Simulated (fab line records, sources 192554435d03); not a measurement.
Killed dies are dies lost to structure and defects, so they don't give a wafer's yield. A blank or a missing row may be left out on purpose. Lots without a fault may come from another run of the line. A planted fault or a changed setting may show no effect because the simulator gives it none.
Which tool did it? | flow n5_finfet | 11 lots, 33 wafers sampled, at 5 steps of a route of 1938

WHAT THE GAUGES READ, wafer by wafer
The record holds no reading of a measuring or inspecting step that can be judged against a usual standard deviation.

WHICH TOOL RAN EACH LOT (tool, then ch and the chambers of the sampled wafers, then the start)
lot  | N5_BEOL_M11_DESCUM_16              | N5_BEOL_M11_STRIP_19               | N5_BEOL_M11_CURE_72           | N5_BEOL_M11_DEGAS_44         | N5_PASSIVATION_PROBE_49
L894 | rie_diel-03 ch 0,1, day 10 09:46   | rie_diel-05 ch 1,2,3, day 10 10:09 | uv_cure-03 ch 2, day 10 14:25 | pvd_sputter-02, day 10 14:41 | -
L895 | rie_diel-05 ch 0,1,2, day 10 14:28 | rie_diel-05 ch 2,3, day 10 14:51   | uv_cure-02 ch 0, day 10 16:41 | pvd_sputter-01, day 10 17:34 | -
L899 | rie_diel-05 ch 0,1, day 11 14:30   | rie_diel-03 ch 0,1,3, day 11 14:53 | uv_cure-03 ch 1, day 11 20:02 | pvd_sputter-03, day 11 20:43 | -
L906 | rie_diel-01 ch 0,2,3, day 13 04:59 | rie_diel-03 ch 2,3, day 13 05:31   | uv_cure-01 ch 1, day 13 08:26 | pvd_sputter-03, day 13 09:04 | -
L908 | rie_diel-05 ch 0,2,3, day 13 22:13 | rie_diel-03 ch 0,2,3, day 13 22:35 | uv_cure-02 ch 2, day 14 00:29 | pvd_sputter-01, day 14 00:50 | -
L910 | rie_diel-01 ch 0,1,2, day 13 22:22 | rie_diel-03 ch 0,1,2, day 13 22:46 | uv_cure-01 ch 1, day 14 00:53 | pvd_sputter-03, day 14 01:16 | -
L911 | rie_diel-03 ch 0,2,3, day 14 04:48 | rie_diel-03 ch 1,2, day 14 05:11   | uv_cure-02 ch 2, day 14 06:37 | pvd_sputter-02, day 14 06:52 | -
L909 | rie_diel-03 ch 0,3, day 14 06:51   | rie_diel-05 ch 0,2,3, day 14 07:14 | uv_cure-03 ch 0, day 14 08:33 | pvd_sputter-03, day 14 09:04 | prober-02, day 16 01:50
L912 | rie_diel-05 ch 0,3, day 14 21:29   | rie_diel-05 ch 0,2,3, day 14 21:55 | uv_cure-02 ch 2, day 14 23:57 | pvd_sputter-03, day 15 00:41 | -
L913 | rie_diel-05 ch 0,1,2, day 15 06:10 | rie_diel-03 ch 0,1, day 15 06:38   | uv_cure-02 ch 1, day 15 10:31 | pvd_sputter-02, day 15 11:12 | -
L915 | rie_diel-01 ch 0,2,3, day 15 07:02 | rie_diel-03 ch 0,1,2, day 15 07:26 | uv_cure-03 ch 1, day 15 09:53 | pvd_sputter-03, day 15 10:35 | -
- N5_BEOL_M11_DESCUM_16: chemistry O2, time 7.9 s.
- N5_BEOL_M11_STRIP_19: strips in O2.
- N5_BEOL_M11_CURE_72: cures SiCOH lowk, time 120 s.
- N5_BEOL_M11_DEGAS_44: time 60 s.
- N5_PASSIVATION_PROBE_49

WHAT THE TOOLS THEMSELVES READ (means of the sampled wafers that have a number; where no wafer has one, the mark that the record gives instead)
N5_BEOL_M11_DESCUM_16. Usual: drypump_motor_current_A 5.6 A, standard deviation 0.58; oes_product_au 0.79 a.u., standard deviation 0.096; rf_vpp_V 243.1 V, standard deviation 1.6; showerhead_plenum_p_Torr 2.08 Torr, standard deviation 0.094; throttle_valve_pct 20.36 %, standard deviation 0.18.
lot  | tool        | drypump_motor_current_A (A) | oes_product_au (a.u.) | rf_vpp_V (V) | showerhead_plenum_p_Torr (Torr) | throttle_valve_pct (%) | flag
L894 | rie_diel-03 | 5.4                         | 0.71                  | 244.3        | 2.16                            | 20.39                  |
L895 | rie_diel-05 | 5.6                         | 0.84                  | 241.4        | 2.03                            | 20.40                  |
L899 | rie_diel-05 | 5.6                         | 0.90                  | 242.3        | 2.05                            | 20.32                  |
L906 | rie_diel-01 | 5.7                         | 0.85                  | 245.0        | 2.14                            | 20.37                  |
L908 | rie_diel-05 | 5.9                         | 0.74                  | 242.3        | 2.00                            | 20.45                  |
L910 | rie_diel-01 | 6.1                         | 0.83                  | 243.9        | 2.17                            | 20.47                  |
L911 | rie_diel-03 | 5.3                         | 0.80                  | 242.8        | 2.08                            | 20.25                  |
L909 | rie_diel-03 | 5.3                         | 0.80                  | 241.4        | 1.99                            | 20.22                  |
L912 | rie_diel-05 | 6.1                         | 0.76                  | 241.7        | 2.00                            | 20.39                  |
L913 | rie_diel-05 | 5.6                         | 0.78                  | 242.6        | 2.02                            | 20.46                  |
L915 | rie_diel-01 | 5.8                         | 0.83                  | 243.7        | 2.13                            | 20.40                  |

N5_BEOL_M11_STRIP_19. Usual: drypump_motor_current_A 5.6 A, standard deviation 0.57; oes_product_au 0.78 a.u., standard deviation 0.093; rf_vpp_V 3.7 V, standard deviation 0.6; showerhead_plenum_p_Torr 2.08 Torr, standard deviation 0.096; throttle_valve_pct 16.61 %, standard deviation 0.17.
lot  | tool        | drypump_motor_current_A (A) | oes_product_au (a.u.) | rf_vpp_V (V) | showerhead_plenum_p_Torr (Torr) | throttle_valve_pct (%) | flag
L894 | rie_diel-05 | 6.3                         | 0.80                  | 3.9          | 2.02                            | 16.73                  |
L895 | rie_diel-05 | 6.4                         | 0.72                  | 4.1          | 2.01                            | 16.83                  |
L899 | rie_diel-03 | 5.4                         | 0.72                  | 4.1          | 2.08                            | 16.61                  |
L906 | rie_diel-03 | 5.2                         | 0.72                  | 4.3          | 2.09                            | 16.63                  |
L908 | rie_diel-03 | 5.2                         | 0.80                  | 3.2          | 2.08                            | 16.51                  |
L910 | rie_diel-03 | 5.4                         | 0.79                  | 3.3          | 2.16                            | 16.55                  |
L911 | rie_diel-03 | 5.3                         | 0.71                  | 4.1          | 2.16                            | 16.66                  |
L909 | rie_diel-05 | 5.9                         | 0.75                  | 3.5          | 2.01                            | 16.74                  |
L912 | rie_diel-05 | 5.9                         | 0.75                  | 3.8          | 2.00                            | 16.74                  |
L913 | rie_diel-03 | 5.4                         | 0.85                  | 3.8          | 2.15                            | 16.43                  |
L915 | rie_diel-03 | 5.3                         | 0.78                  | 4.2          | 2.16                            | 16.56                  |

N5_BEOL_M11_CURE_72. Usual: lamp_power_pct 52.32 %, standard deviation 0.054; run_length_s 178.5 s, standard deviation 1.5; wafer_temp_C_max 371.8, standard deviation 0.49.
lot  | tool       | lamp_power_pct (%) | run_length_s (s) | wafer_temp_C_max | flag
L894 | uv_cure-03 | 52.32              | 178.8            | 371.6            |
L895 | uv_cure-02 | 52.29              | 178.1            | 371.7            |
L899 | uv_cure-03 | 52.26              | 178.7            | 370.9            |
L906 | uv_cure-01 | 52.33              | 176.9            | 371.8            |
L908 | uv_cure-02 | -                  | -                | -                | OFF
L910 | uv_cure-01 | 52.37              | 177.2            | 372.2            |
L911 | uv_cure-02 | 52.31              | 179.2            | 372.1            |
L909 | uv_cure-03 | -                  | -                | -                | OFF
L912 | uv_cure-02 | 52.34              | 182.7            | 371.9            |
L913 | uv_cure-02 | 52.26              | 182.9            | 372.8            |
L915 | uv_cure-03 | 52.37              | 179.0            | 371.2            |

N5_BEOL_M11_DEGAS_44. Usual: heater_power_w 338 W, standard deviation 35.
lot  | tool           | heater_power_w (W) | flag
L894 | pvd_sputter-02 | 313                |
L895 | pvd_sputter-01 | 357                |
L899 | pvd_sputter-03 | 348                |
L906 | pvd_sputter-03 | 346                |
L908 | pvd_sputter-01 | 360                |
L910 | pvd_sputter-03 | 358                |
L911 | pvd_sputter-02 | 324                |
L909 | pvd_sputter-03 | 359                |
L912 | pvd_sputter-03 | 329                |
L913 | pvd_sputter-02 | 350                |
L915 | pvd_sputter-03 | 343                |

N5_PASSIVATION_PROBE_49. Usual: defect_limited_yield 91.1 %, standard deviation 1.3; killed_at_M0_to_M3 36, standard deviation 10; killed_at_M4_up 14, standard deviation 4.4; killed_at_contacts 14, standard deviation 5.7; killed_at_front_end 39, standard deviation 9.4; killed_at_other 2.9, standard deviation 2.6; killed_dies 105, standard deviation 15; killed_open 70, standard deviation 12; killed_short 34, standard deviation 7.1; sort_bin_5_function 5.3 %, standard deviation 0.77; sort_bin_6_memory 3.3 %, standard deviation 0.66; sort_n_pass 1075, standard deviation 15; sort_yield_pct 91.1 %, standard deviation 1.3.
lot  | tool      | defect_limited_yield (%) | killed_at_M0_to_M3 | killed_at_M4_up | killed_at_contacts | killed_at_front_end | killed_at_other | killed_dies | killed_open | killed_short | sort_bin_5_function (%) | sort_bin_6_memory (%) | sort_n_pass | sort_yield_pct (%) | flag
L909 | prober-02 | 91.8                     | 31                 | 17              | 7                  | 39                  | 2.0             | 96          | 67          | 28           | 5.1                     | 3.0                   | 1084        | 91.8               |

THE ANSWER, worked out from the rows above alone
Rule: a lot is off if the mean of its wafers that have a number lies more than 3 standard deviations from the usual mean. A lot without any number at a reading at which 4 lots or more have one is off too. The other lots that the step has rows for count as sound. The gauges are gone through in route order, then the tools' own readings, and for those a lot's mean is taken as printed above. The first step at which some lot is off is used, and at that step the reading that is off furthest; a lot without a number counts as furthest.
Off: L908, L909, at N5_BEOL_M11_CURE_72 (lamp_power_pct). Without a number there: L908, L909.
A tool fits if, at that step or a process step before it, it ran every lot that is off, and no sound lot after the first of them. None of those tried fits.

WHAT THE SIMULATOR HAD PUT IN
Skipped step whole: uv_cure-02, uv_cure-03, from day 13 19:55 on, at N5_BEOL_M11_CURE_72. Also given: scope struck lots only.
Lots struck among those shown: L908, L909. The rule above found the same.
